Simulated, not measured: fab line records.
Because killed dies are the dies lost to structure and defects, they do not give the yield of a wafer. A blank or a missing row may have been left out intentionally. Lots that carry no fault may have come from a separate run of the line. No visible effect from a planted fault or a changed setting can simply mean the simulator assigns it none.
fab line records    flow n5Finfet
record lots=7  wafers=21
route steps=1938 shown BEOL_M8@1344 BEOL_M10@1496
startH: start of the lot's first displayed wafer, in hours after the record's first day    waitH: hours from the lot's prior step to this one    " as in the row above    L1.1+2: a single row standing in for several wafers    - no value present, or no start provided    * or withheld: withheld    < > ~ a bound
route shown NAME@n: NAME is a module with steps in the file, n the number in the route of the first one    usual: mean/standard deviation taken from wafers without a fault    same: alike in all rows    chamber/n: place in a boat    sites: each site's reading    _std_site: the values' standard deviation    _edge_site: the outer-site mean with the inner-site mean subtracted    radiusMm: for every site, how far away it sits from the centre of the wafer    mask NAME#n: copy n    behind: the tool/chamber that last shaped the wafer    hold: the reason the lot was held/the length of the hold in hours/how it ended    device: the transistor (n, p or np) that didn't switch    end of line: the same wafers' tests at the end of the route    a step without rows: its recipe alone    killed: the dies lost at the first sort to structure and to defects; this is not the yield of the wafer    map: dies across one wafer; x = killed, . = not, _ = none there
set.NAME: the setting the step ran with; set.NAME@STEP: the setting that earlier step ran with    model.NAME: the simulator's own value behind a step, which no gauge read
one table per step and one row per wafer, for lots whose settings were changed on purpose
## steps
# step N5_BEOL_M8_DEVELOP_10
# recipe developTimeS=30  developer=TMAH  resist=CAR-ArF  rinseLiquid=diw  dry=airSpin  devTempC=23
lot.wafer   tool           chamber  startH  waitH  set.developTimeS
L076.1      lithoTrack-02  0        -       -      30
L076.3+6    "              0        "       "      24.85
L078.2+3+6  lithoTrack-04  0        -       -      30
L080.1+5+6  lithoTrack-04  0        -       -      30
L086.1+6    lithoTrack-04  0        -       -      30
L086.4      "              0        "       "      33.17
L085.1+2    lithoTrack-03  0        -       -      32.05
L085.4      "              0        "       "      30
L093.2+6    lithoTrack-02  0        -       -      26.37
L093.5      "              0        "       "      30
L094.1+6    lithoTrack-03  0        -       -      30
L094.4      "              0        "       "      32.11
# step N5_BEOL_M8_CD_MEAS_11
# recipe targetCdNm=38.5  landingEnergyEv=500  detector=seInlens  polarity=opening
# usual cdNm=38.5/0.37
lot.wafer  tool      chamber  startH  waitH  set.doseMj@BEOL_M8_EXPOSE_08  cdNm
L076.1     cdSem-02  0        203.27  -      69.66                         39.9
L076.3     "         0        "       "      68.25                         37.6
L076.6     "         0        "       "      69.66                         39.0
L078.2     cdSem-02  0        216.39  -      68.25                         38.4
L078.3     "         0        "       "      68.25                         38.5
L078.6     "         0        "       "      68.25                         38.5
L080.1     cdSem-03  0        222.06  -      73.21                         42.6
L080.5     "         0        "       "      73.21                         42.2
L080.6     "         0        "       "      68.25                         38.4
L086.1     cdSem-01  0        259.68  -      71.67                         41.3
L086.4     "         0        "       "      71.67                         41.3
L086.6     "         0        "       "      68.25                         38.7
L085.1     cdSem-03  0        261.80  -      64.91                         36.3
L085.2     "         0        "       "      64.91                         36.4
L085.4     "         0        "       "      68.25                         38.5
L093.2     cdSem-02  0        306.05  -      66.19                         36.3
L093.5     "         0        "       "      68.25                         38.4
L093.6     "         0        "       "      68.25                         37.8
L094.1     cdSem-02  0        318.19  -      68.25                         39.0
L094.4     "         0        "       "      68.25                         38.6
L094.6     "         0        "       "      68.25                         39.0
# step N5_BEOL_M8_DESCUM_16
# recipe chemistry=O2  timeS=7.9  sourcePowerW=50  biasPowerW=20  pressureMtorr=20  rfFrequencyHz=2.712e+07  tempC=40  resist=CAR-ArF  o2FlowSccm=225
# step N5_BEOL_M8_ETCH_61
# recipe chemistry=CF4  target=SiARC  targetDepthA=455  maskMaterial=CAR-ArF  timeS=75.8  ionEnergyEv=80  pressureMtorr=40  sourceW=545  biasW=36  Ar_flow_sccm=100  cf4FlowSccm=100  ends=cleared
lot.wafer   tool        chamber  startH  waitH  set.doseMj@BEOL_M8_EXPOSE_08  model.BEOL_M8.cdOffsetNm
L076.1      rieDiel-02  2        203.49  0.0    69.66                         1.2
L076.3      "           3        "       "      68.25                         -1.2
L076.6      "           2        "       "      69.66                         0
L078.2      rieDiel-03  0        216.83  0.0    68.25                         -0.2
L078.3      "           2        "       "      68.25                         0
L078.6      "           1        "       "      68.25                         0.2
L080.1      rieDiel-02  3        222.58  0.0    73.21                         3.8
L080.5      "           0        "       "      73.21                         3.6
L080.6      "           1        "       "      68.25                         -0.2
L086.1      rieDiel-03  0        259.80  0.0    71.67                         2.8
L086.4      "           1        "       "      71.67                         3
L086.6      "           3        "       "      68.25                         0.6
L085.1      rieDiel-01  1        261.93  0.0    64.91                         -2
L085.2      "           0        "       "      64.91                         -2.2
L085.4      "           2        "       "      68.25                         0
L093.2      rieDiel-02  1        306.54  0.0    66.19                         -2.4
L093.5      "           1        "       "      68.25                         -0.2
L093.6      "           2        "       "      68.25                         -0.8
L094.1+4+6  rieDiel-01  3,2,2    318.31  0.0    68.25                         0.4
# step N5_BEOL_M8_ETCH_62
# recipe chemistry=N2/H2  target=SOC  targetDepthA=1100  overetchA=220  maskMaterial=SiARC  tempC=40  timeS=165  ionEnergyEv=200  pressureMtorr=30  sourceW=840  biasW=150  n2FlowSccm=200  h2FlowSccm=200
lot.wafer  tool        chamber  startH  waitH  set.doseMj@BEOL_M8_EXPOSE_08  model.BEOL_M8.cdOffsetNm
L076.1     rieDiel-02  2        203.54  0.0    69.66                         1.4
L076.3     "           3        "       "      68.25                         -1.2
L076.6     "           2        "       "      69.66                         0.2
L078.2     rieDiel-03  0        216.89  0.0    68.25                         0
L078.3     "           2        "       "      68.25                         0.2
L078.6     "           1        "       "      68.25                         0.4
L080.1+5   rieDiel-02  3,0      222.64  0.0    73.21                         3.8
L080.6     "           1        "       "      68.25                         0
L086.1     rieDiel-03  0        259.86  0.0    71.67                         2.6
L086.4     "           1        "       "      71.67                         3.2
L086.6     "           3        "       "      68.25                         0.6
L085.1     rieDiel-01  1        261.98  0.0    64.91                         -2.4
L085.2     "           0        "       "      64.91                         -2.2
L085.4     "           2        "       "      68.25                         -0.4
L093.2     rieDiel-02  1        306.60  0.0    66.19                         -2.2
L093.5     "           1        "       "      68.25                         -0.2
L093.6     "           2        "       "      68.25                         -0.6
L094.1+4   rieDiel-01  3,2      318.37  0.0    68.25                         0.6
L094.6     "           2        "       "      68.25                         0.8
# step N5_BEOL_M8_STRIP_68
# recipe chemistry=N2/H2  tempC=40  n2FlowSccm=200  h2FlowSccm=200  rfFrequencyHz=6e+07
# step N5_BEOL_M8_STRIP_67
# recipe chemistry=CF4  resist=SiARC  powerW=300  biasPowerW=75  pressureMtorr=50  cf4FlowSccm=150  rfFrequencyHz=6e+07
# step N5_BEOL_M8_HM_OPEN_17
# recipe chemistry=Cl2/BCl3  targetDepthA=200  overetchA=60  target=TiN  maskMaterial=SOC  ionEnergyEv=150  pressureMtorr=10  icpW=1000  biasW=126  Cl2_flow_sccm=53.25  bcl3FlowSccm=21.75  Ar_flow_sccm=25
lot.wafer  tool         chamber  startH  waitH  set.doseMj@BEOL_M8_EXPOSE_08  model.BEOL_M8.cdOffsetNm
L076.1     rieMetal-02  0        203.73  0.0    69.66                         1.4
L076.3     "            1        "       "      68.25                         -1
L076.6     "            0        "       "      69.66                         0.2
L078.2     rieMetal-02  1        217.08  0.0    68.25                         0
L078.3+6   "            1,0      "       "      68.25                         0.2
L080.1+5   rieMetal-02  0,1      222.82  0.0    73.21                         3.6
L080.6     "            0        "       "      68.25                         0
L086.1     rieMetal-02  1        260.05  0.0    71.67                         2.6
L086.4     "            1        "       "      71.67                         3
L086.6     "            0        "       "      68.25                         0.4
L085.1     rieMetal-03  0        262.17  0.0    64.91                         -2.4
L085.2     "            1        "       "      64.91                         -2.2
L085.4     "            1        "       "      68.25                         -0.4
L093.2     rieMetal-03  1        306.79  0.0    66.19                         -2.2
L093.5     "            1        "       "      68.25                         -0.2
L093.6     "            0        "       "      68.25                         -0.6
L094.1+4   rieMetal-03  1        318.56  0.0    68.25                         0.6
L094.6     "            1        "       "      68.25                         0.8
# step N5_BEOL_M8_STRIP_19
# recipe chemistry=O2  powerW=400  tempC=40  pressureMtorr=30  rfFrequencyHz=6e+07  biasPowerW=0  overashFraction=0.2  o2FlowSccm=225
# step N5_BEOL_M8_CD_MEAS_18
# recipe pitchNm=80  targetCdNm=40
# usual cdNm=40.0/0.39
lot.wafer  tool      chamber  startH  waitH  set.doseMj@BEOL_M8_EXPOSE_08  cdNm
L076.1     cdSem-02  -        203.92  0.1    69.66                         41.2
L076.3     "         -        "       "      68.25                         38.8
L076.6     "         -        "       "      69.66                         40.5
L078.2     cdSem-02  -        217.27  0.1    68.25                         39.8
L078.3     "         -        "       "      68.25                         40.2
L078.6     "         -        "       "      68.25                         40.1
L080.1     cdSem-03  -        223.00  0.0    73.21                         43.5
L080.5     "         -        "       "      73.21                         43.5
L080.6     "         -        "       "      68.25                         39.8
L086.1     cdSem-03  -        260.23  0.0    71.67                         42.4
L086.4     "         -        "       "      71.67                         43.0
L086.6     "         -        "       "      68.25                         40.6
L085.1     cdSem-03  -        262.35  0.0    64.91                         37.4
L085.2     "         -        "       "      64.91                         38.0
L085.4     "         -        "       "      68.25                         39.5
L093.2     cdSem-03  -        306.97  0.1    66.19                         37.9
L093.5     "         -        "       "      68.25                         39.9
L093.6     "         -        "       "      68.25                         39.5
L094.1     cdSem-02  -        318.74  0.1    68.25                         40.4
L094.4     "         -        "       "      68.25                         40.6
L094.6     "         -        "       "      68.25                         40.9
# step N5_BEOL_M8_COAT_63
# recipe resist=SOC  tempC=250  timeS=60  spinRpm=1500  resistThkNm=60
# step N5_BEOL_M8_COAT_64
# recipe resist=SiARC  tempC=220  timeS=60  spinRpm=1500  resistThkNm=12
# step N5_BEOL_M8_PRECLEAN_42
# recipe chemistry=residueRemover  timeS=60  tempC=40
# step N5_BEOL_M8_SRD_43
# recipe timeS=30  tempC=23  rinseLiquid=diw  dry=ipaMarangoni
# step N5_BEOL_M8_CD_MEAS_35
# recipe targetCdNm=40  polarity=opening
# usual cdNm=40.0/0.41
lot.wafer  tool      chamber  startH  waitH  set.doseMj@BEOL_M8_EXPOSE_08  cdNm
L076.1     cdSem-02  -        207.31  0.0    69.66                         41.0
L076.3     "         -        "       "      68.25                         39.2
L076.6     "         -        "       "      69.66                         40.2
L078.2     cdSem-03  -        218.67  0.0    68.25                         40.0
L078.3     "         -        "       "      68.25                         40.2
L078.6     "         -        "       "      68.25                         39.9
L080.1     cdSem-03  -        224.67  0.0    73.21                         43.6
L080.5     "         -        "       "      73.21                         43.8
L080.6     "         -        "       "      68.25                         39.8
L086.1     cdSem-03  -        264.95  0.0    71.67                         42.7
L086.4     "         -        "       "      71.67                         42.9
L086.6     "         -        "       "      68.25                         40.6
L085.1     cdSem-03  -        265.11  0.0    64.91                         37.6
L085.2     "         -        "       "      64.91                         37.7
L085.4     "         -        "       "      68.25                         39.8
L093.2     cdSem-03  -        308.41  0.0    66.19                         37.4
L093.5     "         -        "       "      68.25                         39.9
L093.6     "         -        "       "      68.25                         39.6
L094.1     cdSem-03  -        320.68  0.0    68.25                         41.0
L094.4     "         -        "       "      68.25                         40.5
L094.6     "         -        "       "      68.25                         40.9
# step N5_BEOL_M10_COAT_22
# recipe resist=CAR-ArF  spinRpm=1500  resistThkNm=90
lot.wafer  tool           chamber  startH  waitH  set.spinRpm  model.CAR-ArF_of_BEOL_M10_COAT_22.thkNm
L076.1+6   lithoTrack-03  0        -       -      1500         90
L076.3     "              0        "       "      1500         89.8
L078.2     lithoTrack-01  0        -       -      1500         90.4
L078.3     "              0        "       "      1500         90
L078.6     "              0        "       "      1500         90.2
L080.1+6   lithoTrack-02  0        -       -      1500         90
L080.5     "              0        "       "      1500         90.2
L085.1     lithoTrack-01  0        -       -      1500         89.8
L085.2+4   "              0        "       "      1584         87.2
L086.1+6   lithoTrack-02  0        -       -      1419         92.6
L086.4     "              0        "       "      1500         90
L093.2+5   lithoTrack-01  0        -       -      1392         93.8
L093.6     "              0        "       "      1392         93.6
L094.1     lithoTrack-01  0        -       -      1500         90.2
L094.4     "              0        "       "      1500         90
L094.6     "              0        "       "      1500         90.4
# step N5_BEOL_M10_EXPOSE_25
# recipe maskId=V9  na=1.35  sourceShape=annular  sigmaInner=0.5  sigmaOuter=0.8  polarization=unpolarized  doseMj=85.5
lot.wafer   tool            chamber  startH  waitH  mask  set.doseMj
L076.1+3+6  arfiScanner-01  0        220.20  -      V9#0  85.5
L078.2+3+6  arfiScanner-03  0        231.10  -      V9#0  85.5
L080.1+6    arfiScanner-02  0        242.31  -      V9#0  87.46
L080.5      "               0        "       "      V9#0  85.5
L085.1+2+4  arfiScanner-03  0        280.48  -      V9#0  85.5
L086.1+4+6  arfiScanner-03  0        280.52  -      V9#0  85.5
L093.2      arfiScanner-03  0        326.19  -      V9#0  91.75
L093.5+6    "               0        "       "      V9#0  85.5
L094.1      arfiScanner-01  0        336.97  -      V9#0  85.5
L094.4+6    "               0        "       "      V9#0  87.7
# step N5_BEOL_M10_PEB_26
# recipe pebTempC=withheld  pebTimeS=60  resist=CAR-ArF
# step N5_BEOL_M10_DEVELOP_27
# recipe developTimeS=30  developer=TMAH  resist=CAR-ArF  rinseLiquid=diw  dry=airSpin  devTempC=23
lot.wafer   tool           chamber  startH  waitH  set.spinRpm@BEOL_M10_COAT_22  model.CAR-ArF_of_BEOL_M10_COAT_22.thkNm
L076.1+6    lithoTrack-03  0        -       -      1500                          88.2
L076.3      "              0        "       "      1500                          88
L078.2      lithoTrack-02  0        -       -      1500                          88.8
L078.3      "              0        "       "      1500                          88.2
L078.6      "              0        "       "      1500                          88.4
L080.1+5+6  lithoTrack-01  0        -       -      1500                          88.4
L085.1      lithoTrack-03  0        -       -      1500                          88
L085.2      "              0        "       "      1584                          85.6
L085.4      "              0        "       "      1584                          85.4
L086.1      lithoTrack-03  0        -       -      1419                          91
L086.4      "              0        "       "      1500                          88.4
L086.6      "              0        "       "      1419                          90.8
L093.2+5+6  lithoTrack-03  0        -       -      1392                          92
L094.1      lithoTrack-01  0        -       -      1500                          88.6
L094.4      "              0        "       "      1500                          88.4
L094.6      "              0        "       "      1500                          88.8
# step N5_BEOL_M10_CD_MEAS_28
# recipe targetCdNm=70  landingEnergyEv=500  detector=seInlens  polarity=opening
# usual cdNm=69.8/0.78
lot.wafer  tool      chamber  startH  waitH  set.doseMj@BEOL_M10_EXPOSE_25  cdNm
L076.1     cdSem-01  0        220.33  -      85.5                           70.9
L076.3     "         0        "       "      85.5                           70.0
L076.6     "         0        "       "      85.5                           69.0
L078.2     cdSem-01  0        231.23  -      85.5                           69.1
L078.3     "         0        "       "      85.5                           69.4
L078.6     "         0        "       "      85.5                           70.2
L080.1     cdSem-02  0        242.44  -      87.46                          71.2
L080.5     "         0        "       "      85.5                           70.2
L080.6     "         0        "       "      87.46                          72.0
L085.1     cdSem-03  0        280.61  -      85.5                           71.2
L085.2     "         0        "       "      85.5                           71.6
L085.4     "         0        "       "      85.5                           71.0
L086.1     cdSem-03  0        280.66  -      85.5                           69.7
L086.4     "         0        "       "      85.5                           70.4
L086.6     "         0        "       "      85.5                           70.4
L093.2     cdSem-03  0        326.32  -      91.75                          75.9
L093.5     "         0        "       "      85.5                           69.9
L093.6     "         0        "       "      85.5                           70.3
L094.1     cdSem-02  0        337.10  -      85.5                           69.8
L094.4     "         0        "       "      87.7                           71.6
L094.6     "         0        "       "      87.7                           71.2
# step N5_BEOL_M10_DESCUM_33
# recipe chemistry=O2  timeS=7.9  sourcePowerW=50  biasPowerW=20  pressureMtorr=20  rfFrequencyHz=2.712e+07  tempC=40  resist=CAR-ArF  o2FlowSccm=225
lot.wafer  tool        chamber  startH  waitH  set.spinRpm@BEOL_M10_COAT_22  model.CAR-ArF_of_BEOL_M10_COAT_22.thkNm
L076.1+6   rieDiel-02  3,1      220.42  0.0    1500                          83.4
L076.3     "           0        "       "      1500                          83.2
L078.2     rieDiel-01  0        231.71  0.4    1500                          83.8
L078.3     "           1        "       "      1500                          83.4
L078.6     "           2        "       "      1500                          83.6
L080.1+6   rieDiel-03  3        242.67  0.2    1500                          83.4
L080.5     "           2        "       "      1500                          83.6
L085.1     rieDiel-01  0        280.70  0.0    1500                          83.2
L085.2+4   "           3,2      "       "      1584                          80.6
L086.1     rieDiel-03  0        280.77  0.1    1419                          86.2
L086.4     "           3        "       "      1500                          83.6
L086.6     "           1        "       "      1419                          86
L093.2+5   rieDiel-03  3,0      326.42  0.0    1392                          87.2
L093.6     "           3        "       "      1392                          87
L094.1     rieDiel-02  2        337.19  0.0    1500                          83.6
L094.4     "           1        "       "      1500                          83.4
L094.6     "           0        "       "      1500                          83.8
# step N5_BEOL_M10_TRENCH_ETCH_37
# recipe chemistry=C4F6/O2  targetDepthA=1488.3  target=SiCOH_lowk  timeS=48  ionEnergyEv=250  pressureMtorr=30  sourceW=345  biasW=185  Ar_flow_sccm=300  C4F6_flow_sccm=10  O2_flow_sccm=10
# usual rfVppV=662/7.8
lot.wafer  tool        chamber  startH  waitH  set.sourceW  rfVppV  model.etch.depthNm  model.BEOL_M10.featureDepthNm
L076.1     rieDiel-02  3        -       -      345          670     149.3               149.4
L076.3     "           0        "       "      345          662     151.3               151.4
L076.6     "           1        "       "      305.1        704     141.6               141.6
L078.2     rieDiel-01  0        -       -      345          657     151.5               151.6
L078.3     "           1        "       "      345          655     151.2               151.2
L078.6     "           2        "       "      345          649     149.4               149.4
L080.1     rieDiel-03  3        -       -      390          619     158.7               158.6
L080.5     "           2        "       "      390          633     155.7               155.8
L080.6     "           3        "       "      345          659     152.3               152.2
L085.1     rieDiel-01  0        -       -      345          656     151.8               151.8
L085.2     "           3        "       "      345          672     148.8               148.8
L085.4     "           2        "       "      326.5        669     146.4               146.4
L086.1     rieDiel-03  0        -       -      294          725     140.3               140.2
L086.4     "           3        "       "      294          716     143.6               143.6
L086.6     "           1        "       "      345          664     148.2               148.2
L093.2     rieDiel-03  3        -       -      345          657     150.3               150.4
L093.5     "           0        "       "      366.9        646     152.3               152.4
L093.6     "           3        "       "      366.9        638     154.4               154.4
L094.1     rieDiel-02  2        -       -      345          658     148.4               148.4
L094.4     "           1        "       "      401.8        624     157.8               157.8
L094.6     "           3        "       "      401.8        620     156.5               156.4
## key
split step=N5_BEOL_M8_DEVELOP_10  setting=developTimeS  stated=30  by=wafer
response none clear
split step=N5_BEOL_M10_COAT_22  setting=spinRpm  stated=1500  by=wafer
response step=N5_BEOL_M10_COAT_22  reading=model.CAR-ArF_of_BEOL_M10_COAT_22.thkNm  change=-0.473  per=1%  r=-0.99
response step=N5_BEOL_M10_DEVELOP_27  reading=model.CAR-ArF_of_BEOL_M10_COAT_22.thkNm  change=-0.454  per=1%  r=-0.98
response step=N5_BEOL_M10_DESCUM_33  reading=model.CAR-ArF_of_BEOL_M10_COAT_22.thkNm  change=-0.464  per=1%  r=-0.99
split step=N5_BEOL_M10_EXPOSE_25  setting=doseMj  stated=85.5  by=wafer
response step=N5_BEOL_M10_CD_MEAS_28  reading=cdNm  change=+0.763  per=1%  r=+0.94
split step=N5_BEOL_M10_TRENCH_ETCH_37  setting=sourceW  stated=345  by=wafer
response step=N5_BEOL_M10_TRENCH_ETCH_37  reading=rfVppV  change=-2.82  per=1%  r=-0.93
response step=N5_BEOL_M10_TRENCH_ETCH_37  reading=model.etch.depthNm  change=+0.512  per=1%  r=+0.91
response step=N5_BEOL_M10_TRENCH_ETCH_37  reading=model.BEOL_M10.featureDepthNm  change=+0.514  per=1%  r=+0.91
split outsideThisFile step=N5_BEOL_M8_EXPOSE_08 setting=doseMj
# split outsideThisFile: this setting was split too, and the file shows its column; the key of that split is in another file
